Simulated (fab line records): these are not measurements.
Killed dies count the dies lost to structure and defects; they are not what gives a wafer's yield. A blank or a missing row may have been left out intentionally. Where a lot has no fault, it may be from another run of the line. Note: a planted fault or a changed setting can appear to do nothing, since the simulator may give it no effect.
A struck lot beside a sound one || flow n5-finfet || 37 out of 1938 route steps
Sound: wafers L869.1, L869.2, L869.5. Struck: wafer L878.1; the same lot's L878.6 was not struck, so it is left out; see the end for the cause.
Each step with rows lists, per side, the tool, then ch with its chambers, then its first start. Under that, the readings that differ: sound wafers || struck wafers || difference of the means || sigmas: that difference in standard deviations of wafers without a fault.
alike: readings with means less than 2 such deviations apart, plus words and numbers identical on both sides. not compared: withheld readings, readings lacking a value on some wafer, bounds such as >300 that could conceal the same value, and numbers that have no deviation in the record and whose values overlap.
Wherever a step has rows on one side only, a row that says differs or no value, or a row with sigmas, the two part there. Non-overlapping numbers with no deviation appear without sigmas and do not part them. A reading that every wafer of one side lacks parts them only if that side has two wafers or more.

first, 1 step without rows for these wafers: N5_DUMMY_REMOVAL_HM_STRIP_01 (strips SiNx in CH3F/O2, stops on poly-Si, target depth 4 nm, time 6.8 s).
N5_DUMMY_REMOVAL_STRIP_10: strips in N2/H2, time 40 s.
  sound on rie-diel-06 ch 0,3, day 3 23:12; struck on rie-diel-02 ch 2, day 6 05:11
  alike: drypump-motor-current-A, h2-flow-sccm, oes-product-au, rf-vpp-V, showerhead-plenum-p-Torr, throttle-valve-pct
  not compared: rf-hours-counter-h
then, 2 steps without rows for these wafers: N5_DUMMY_REMOVAL_PRECLEAN_07 (cleans in dHF, time 30 s); N5_DUMMY_REMOVAL_DUMMY_REMOVE_02 (chemistry TMAH, target poly-Si, stops on SiO2, target depth 142 nm, time 57 s, rinse time 30 s).
N5_DUMMY_REMOVAL_INSPECT_06: inspects for defects (brightfield).
  struck on defect-inspect-02, day 6 05:21; sound on defect-inspect-02, day 3 23:22
  alike: raw-defect-count
then, 6 steps without rows for these wafers: N5_DUMMY_REMOVAL_PRECLEAN_08 (cleans in NF3:NH3, afs cycles 2, time 20 s, sublimation time 60 s); N5_DUMMY_REMOVAL_PRECLEAN_04 (cleans in DHF, time 37 s); N5_DUMMY_REMOVAL_SRD_05 (time 30 s); N5_HKMG_FIN_IL_REGROW_00 (material SiO2, chemistry O3, target thk 0.75 nm, time 30 s); N5_HKMG_FIN_HK_ALD_01 (deposits HfO2, target thk 1.6 nm, pulse time 3 s, purge time 3 s); N5_HKMG_FIN_HK_ANNEAL_02 (time 30 s).
N5_HKMG_FIN_ALD_74: deposits La2O3, target thk 0.5 nm, pulse time 6 s, co reactant pulse time 1 s.
  sound on ald-hk-01 ch 1,2,3, day 4 00:07; struck on ald-hk-01 ch 2, day 6 06:06
  alike: heater-power-w, precursor-pulse-height-rel
N5_HKMG_FIN_ALD_75: deposits Al2O3, target thk 1 nm, co reactant pulse time 1 s.
  sound on ald-hk-01 ch 1,2,3, day 4 00:11; struck on ald-hk-01 ch 2, day 6 06:11
{"reading": "model.Al2O3_of_HKMG_FIN_ALD_75.thk-nm (nm)", "sound": "1 1 1", "struck": 0.4, "difference": -0.6, "sigmas": ""}
  alike: heater-power-w, precursor-pulse-height-rel
then, 8 steps without rows for these wafers: N5_HKMG_FIN_COAT_41 (time 60 s, resist thk 300 nm); N5_HKMG_FIN_COAT_42 (time 60 s, resist thk 35 nm); N5_HKMG_FIN_COAT_43 (resist thk 90 nm); N5_HKMG_FIN_EBR_45; N5_HKMG_FIN_SOFTBAKE_44 (time 60 s); N5_HKMG_FIN_EXPOSE_46 (exposes mask NDIPOLE); N5_HKMG_FIN_PEB_47 (peb time 60 s); N5_HKMG_FIN_DEVELOP_48 (develop time 30 s).
N5_HKMG_FIN_CD_MEAS_49 targets a cd of 202 nm.
  sound on cd-sem-01 ch 0, day 4 00:40; struck on cd-sem-02 ch 0, day 6 06:31
  alike: cd-nm
N5_HKMG_FIN_OVL_MEAS_50:
  sound on overlay-01 ch 0, day 4 00:41; struck on overlay-02 ch 0, day 6 06:33
{"reading": "NDIPOLE_OVL (nm)", "sound": "1.5 0.7 -0.1", "struck": -1.1, "difference": -1.8, "sigmas": -2}
N5_HKMG_FIN_INSPECT_61: inspects for defects (macro).
  struck on defect-inspect-01, day 6 06:35; sound on defect-inspect-02, day 4 00:43
  alike: raw-defect-count
then, 2 steps without rows for these wafers: N5_HKMG_FIN_DESCUM_53 (chemistry O2, time 7.9 s); N5_HKMG_FIN_ETCH_54 (etches SiARC in CF4, target depth 45.5 nm, time 75.8 s).
N5_HKMG_FIN_ETCH_55: etches SOC in N2/H2, target depth 240 nm, time 300 s.
  sound on rie-diel-01 ch 1,2, day 4 00:50; struck on rie-diel-01 ch 1, day 6 06:43
  alike: drypump-motor-current-A, h2-flow-sccm, oes-product-au, rf-vpp-V, showerhead-plenum-p-Torr, throttle-valve-pct
  not compared: rf-hours-counter-h
then, 3 steps without rows for these wafers: N5_HKMG_FIN_STRIP_56 (strips in N2/H2); N5_HKMG_FIN_STRIP_57 (strips in CF4); N5_HKMG_FIN_ETCH_58 (etches SOC in N2/H2, target depth 215.8 nm, time 741 s).
N5_HKMG_FIN_STRIP_93: strips SOC in N2/H2, time 20 s.
  sound on rie-diel-01 ch 1,2, day 4 01:29; struck on rie-diel-01 ch 1, day 6 07:21
  alike: drypump-motor-current-A, h2-flow-sccm, oes-product-au, rf-vpp-V, showerhead-plenum-p-Torr, throttle-valve-pct
  not compared: rf-hours-counter-h
then, 1 step without rows for these wafers: N5_HKMG_FIN_WET_ETCH_76 (etches Al2O3 in dNH4OH, stops on La2O3, target depth 2.25 nm, rinse time 30 s).
N5_HKMG_FIN_STRIP_60: strips in N2/H2, time 360 s.
  sound on plasma-asher-01 ch 0,1, day 4 01:38; struck on plasma-asher-01 ch 0, day 6 07:49
{"reading": "h2-flow-sccm (sccm)", "sound": "3225 3247 3237", "struck": 3259, "difference": "+23", "sigmas": "+2"}
  alike: drypump-motor-current-A, heater-power-w
  not compared: rf-hours-counter-h
N5_HKMG_FIN_WET_ETCH_77: etches La2O3 in dHCl, stops on HfO2, target depth 2 nm.
  sound on wet-bench-06 ch 1,3,5, day 4 02:01; struck on wet-bench-06 ch 6, day 6 08:13
{"reading": "model.Al2O3_of_HKMG_FIN_ALD_75.thk-nm (nm)", "sound": "1 1 1", "struck": 0.4, "difference": -0.6, "sigmas": ""}
then, 1 step without rows for these wafers: N5_HKMG_FIN_WET_ETCH_78 (etches Al2O3 in dNH4OH, stops on La2O3, target depth 4.5 nm, rinse time 30 s).
-- the record jumps here: 6 days lie between the struck wafers' starts before and after (it left off in module HKMG_FIN and takes up again in module BEOL_M4, whose first step shown is number 1111 of the route) --
N5_BEOL_M4_RC_MEAS_101:
  sound on prober-01 ch 0, day 10 14:47; struck on prober-01 ch 0, day 12 19:18
  alike: DIBL_N, DIBL_P, IOFF_N, IOFF_P, ION_N, ION_P, SS_N, SS_P, VT_N, VT_P
N5_PASSIVATION_PROBE_49:
  the record holds rows for the sound wafers here (prober-01, day 15 01:04) but none for the struck ones

== WHERE THEY PART ==
At N5_HKMG_FIN_OVL_MEAS_50 first; at N5_PASSIVATION_PROBE_49 last (within this record only).

WHY: what the simulator had put in
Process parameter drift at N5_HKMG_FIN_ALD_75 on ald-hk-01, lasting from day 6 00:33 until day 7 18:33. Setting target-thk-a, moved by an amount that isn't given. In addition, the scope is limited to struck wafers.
